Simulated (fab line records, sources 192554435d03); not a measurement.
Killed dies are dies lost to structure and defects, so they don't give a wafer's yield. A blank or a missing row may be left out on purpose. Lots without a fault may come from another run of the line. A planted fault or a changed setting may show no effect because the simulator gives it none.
Split-lot experiment | flow n5_finfet | 7 lots, 21 wafers read, on a route of 1938 steps

THE SPLIT
At N5_BEOL_M7_ETCH_61 (etches SiARC in CF4, target depth 45.5 nm, time 75.8 s), the setting source_w was moved away from the recipe's 545 W on 5 of the 21 wafers read, by -16.3% to +8.5%. The other wafers ran this setting at the recipe's value.

The reading is taken at the split's own step.

THE READING
rf_vpp_V, in V, at N5_BEOL_M7_ETCH_61 (etches SiARC in CF4, target depth 45.5 nm, time 75.8 s). Fault-free wafers of this fab line usually give 184.3 V, standard deviation 1 V.

wafer  | tool, chamber at the split | source_w as run, W | against the recipe | rf_vpp_V, V | against lot-mates on the recipe
L076.1 | rie_diel-01, 2             | 545                | recipe             | 183.5       | -
L076.2 | rie_diel-01, 1             | 545                | recipe             | 184.5       | -
L076.4 | rie_diel-01, 0             | 545                | recipe             | 183.7       | -
L082.1 | rie_diel-03, 2             | 545                | recipe             | 183.5       | -
L082.2 | rie_diel-03, 1             | 545                | recipe             | 185.4       | -
L082.6 | rie_diel-03, 0             | 545                | recipe             | 182.8       | -
L089.2 | rie_diel-01, 1             | 545                | recipe             | 185.8       | -
L089.3 | rie_diel-01, 0             | 545                | recipe             | 184.5       | -
L089.6 | rie_diel-01, 3             | 545                | recipe             | 184.6       | -
L093.4 | rie_diel-02, 2             | 591.1              | +8.5%              | 179.0       | no lot-mate on the recipe
L093.5 | rie_diel-02, 0             | 591.1              | +8.5%              | 180.2       | no lot-mate on the recipe
L093.6 | rie_diel-02, 3             | 591.1              | +8.5%              | 181.3       | no lot-mate on the recipe
L094.1 | rie_diel-01, 1             | 545                | recipe             | 186.2       | -
L094.5 | rie_diel-01, 1             | 545                | recipe             | 183.7       | -
L094.6 | rie_diel-01, 3             | 456.2              | -16.3%             | 196.1       | +11.2
L092.1 | rie_diel-02, 2             | 545                | recipe             | 183.3       | -
L092.4 | rie_diel-02, 2             | 545                | recipe             | 183.7       | -
L092.5 | rie_diel-02, 0             | 570.8              | +4.7%              | 181.1       | -2.4
L096.1 | rie_diel-01, 1             | 545                | recipe             | 186.9       | -
L096.2 | rie_diel-01, 2             | 545                | recipe             | 186.1       | -
L096.6 | rie_diel-01, 3             | 545                | recipe             | 183.3       | -

THE FIT
A straight line over all 21 wafers: rf_vpp_V changes by -0.631 V for each +1% of source_w; r = -0.93; the points scatter about the line by 1.3 V.
The same after taking each lot's own level away (the mean of its wafers on the recipe; 18 wafers): -0.668 V for each +1%; r = -0.94; scatter 1 V.
On that fit, the largest move of source_w shifts the reading by 11 V.
The lots' own levels span 183.50 to 185.43 V, that is 1.9 times the standard deviation above.
So the lot-to-lot level changes the slope little: the two slopes agree.
Check: with one of the wafers moved furthest among these (-16.3%) left out of the fit, the line predicts +8.26 V for it against its lot-mates. It came out at +11.2 V against them.
Tool readings at the split's step, against how far the setting was moved: etch_rf_on_time_s r = -0.94; rf_vpp_V r = -0.93.

OTHER SPLITS ON THESE WAFERS
These wafers also went through other splits before the reading. Each is held against what the fit with the lots' levels taken away leaves over:
other split on the same wafers | wafers away from the commonest value | r with rf_vpp_V (lot level and that fit taken away)
N5_BEOL_M6_EXPOSE_25 dose_mj   | 12                                   | -0.11

THE WHOLE CHAIN: every reading that the file lists as answering this split, in the file's order
step               | what it does                                           | reading           | change (the file's fit)              | r (the file's)
N5_BEOL_M7_ETCH_61 | etches SiARC in CF4, target depth 45.5 nm, time 75.8 s | etch_rf_on_time_s | withheld for each +1% of the setting | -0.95
N5_BEOL_M7_ETCH_61 | etches SiARC in CF4, target depth 45.5 nm, time 75.8 s | rf_vpp_V          | -0.672 V for each +1% of the setting | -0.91

THE FILE'S OWN FIT
rf_vpp_V changes by -0.672 V for each +1% of source_w, r = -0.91.
